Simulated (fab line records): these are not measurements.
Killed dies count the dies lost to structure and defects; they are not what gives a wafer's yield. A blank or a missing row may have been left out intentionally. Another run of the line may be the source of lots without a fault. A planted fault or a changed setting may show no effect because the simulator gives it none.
A lot that was struck, set against a sound lot    flow n5 finfet    37 steps out of a route of 1938
Sound: wafers L285.2, L285.3, L285.5. Struck: wafers L280.2, L280.6 (left out: L280.4, a lot-mate that was not struck); the cause follows at the end.
Each step with rows lists, per side, the tool, then ch with its chambers, then its first start. Under that, the readings that differ: sound wafers    struck wafers    difference of the means    sigmas: that difference in standard deviations of wafers without a fault.
alike: words and numbers the same on both sides, and readings whose means are apart by under 2 such deviations; not compared: readings that were withheld, readings missing a value for some wafer, numbers with overlapping values and no deviation given by the record, and bounds like >300 which may hide the same value.
A row with sigmas, a row that says differs or no value, or rows on one side alone: a step with any of these is where the two part. Numbers that have no deviation but don't overlap get no sigmas and don't part them. A reading that every wafer of one side lacks parts them only if that side has two wafers or more.

first, 9 steps without rows for these wafers: N5_BEOL_M5_ANNEAL_89 (time 1800 s); N5_BEOL_M5_SPUTTER_90 (material Cu, target thk 4.5 nm, time 8.29 s); N5_BEOL_M5_ECD_50 (material Cu, target thk 300 nm); N5_BEOL_M5_ANNEAL_51 (time 90 s); N5_BEOL_M5_CMP_52 (polishes, stops on SiCOH lowk, t overpolish 6.9 s, target thk 62 nm); N5_BEOL_M5_PRE_CLEAN_77 (time 15 s); N5_BEOL_M5_CO_CAP_78 (material Co, precursor CCTBA/H2, target thk 2 nm, time 102.1 s); N5_BEOL_M5_PRE_CLEAN_55 (time 15 s); N5_BEOL_M5_DEP_56 (deposits SiCN from 3MS/NH3, target thk 8 nm, time 14 s).
N5_BEOL_M6_ILD_DEP_00: deposits SiCOH lowk from DEMS/porogen, target thk 179.75 nm, time 33.4 s.
  sound on pecvd-01 ch 0,1, day 16 03:22; struck on pecvd-04 ch 0,2, day 15 02:19
reading                                             sound              struck       difference  sigmas
model.SiCOH_lowk_of_BEOL_M6_ILD_DEP_00.thk nm (nm)  185.4 185.8 186.4  192.4 197.2  +8.9        
  alike: heater power outer w, heater power w, showerhead plenum p Torr, susceptor temp C, throttle valve pct
then, 1 step without rows for these wafers: N5_BEOL_M6_CURE_74 (cures SiCOH lowk, time 240 s).
N5_BEOL_M6_THK_MEAS_01:
  sound on film metro-01, day 16 03:56; struck on film metro-01, day 15 02:55
reading          sound              struck       difference  sigmas
M6_ILD_THK (nm)  159.9 160.3 160.6  165.8 170.1  +7.7        +3
then, 23 steps without rows for these wafers: N5_BEOL_M6_PECVD_70 (deposits SiO2 from TEOS/O2, target thk 20 nm, time 22.7 s); N5_BEOL_M6_HM_DEP_02 (deposits TiN, target thk 20 nm); N5_BEOL_M6_COAT_59 (time 60 s, resist thk 100 nm); N5_BEOL_M6_COAT_60 (time 60 s, resist thk 35 nm); N5_BEOL_M6_COAT_05 (resist thk 90 nm); N5_BEOL_M6_EBR_07; N5_BEOL_M6_SOFTBAKE_06 (time 60 s); N5_BEOL_M6_EXPOSE_08 (exposes mask M6); N5_BEOL_M6_PEB_09 (peb time 60 s); N5_BEOL_M6_DEVELOP_10 (develop time 30 s); N5_BEOL_M6_DESCUM_16 (chemistry O2, time 7.9 s); N5_BEOL_M6_ETCH_61 (etches SiARC in CF4, target depth 45.5 nm, time 75.8 s); N5_BEOL_M6_ETCH_62 (etches SOC in N2/H2, target depth 110 nm, overetch 22 nm, time 165 s); N5_BEOL_M6_STRIP_68 (strips in N2/H2); N5_BEOL_M6_STRIP_67 (strips in CF4); N5_BEOL_M6_HM_OPEN_17 (chemistry Cl2/BCl3, target TiN, target depth 20 nm, overetch 6 nm); N5_BEOL_M6_STRIP_19 (strips in O2); N5_BEOL_M6_COAT_63 (time 60 s, resist thk 60 nm); N5_BEOL_M6_COAT_64 (time 60 s, resist thk 12 nm); N5_BEOL_M6_COAT_71 (time 60 s, resist thk 5 nm); N5_BEOL_M6_COAT_22 (resist thk 30 nm); N5_BEOL_M6_EBR_24; N5_BEOL_M6_SOFTBAKE_23 (time 60 s).
N5_BEOL_M6_CMP_52: polishes, stops on SiCOH lowk, t overpolish 6.9 s, target thk 80 nm.
  sound on cmp-01 ch 0,2, day 16 10:13; struck on cmp-01 ch 1,3, day 15 07:29
reading                                             sound            struck     difference  sigmas
model.SiCOH_lowk_of_BEOL_M6_ILD_DEP_00.thk nm (nm)  157 157.4 157.8  163 167.2  +8          
  alike: motor current A
-- record jumps: 4 days separate the struck wafers' starts on either side; left off in module BEOL_M6, taken up again in module PASSIVATION, whose first shown step is the route's number 1936 --
N5_PASSIVATION_PROBE_49:
  sound on prober-01, day 20 22:15; struck on prober-02, day 19 07:28
reading             sound     struck  difference  sigmas
killed_at_M0_to_M3  48 42 18  74 38   +20         +2
  alike: defect limited yield, killed_at_M4_up, killed at contacts, killed at front end, killed at other, killed dies, killed on rim, killed open, killed short, sort_bin_5_function, sort_bin_6_memory, sort_bin_8_speed, sort n pass, sort yield pct

WHERE THEY PART
Earliest at N5_BEOL_M6_THK_MEAS_01; latest, in this record, at N5_PASSIVATION_PROBE_49.

WHY: whatever the simulator had introduced
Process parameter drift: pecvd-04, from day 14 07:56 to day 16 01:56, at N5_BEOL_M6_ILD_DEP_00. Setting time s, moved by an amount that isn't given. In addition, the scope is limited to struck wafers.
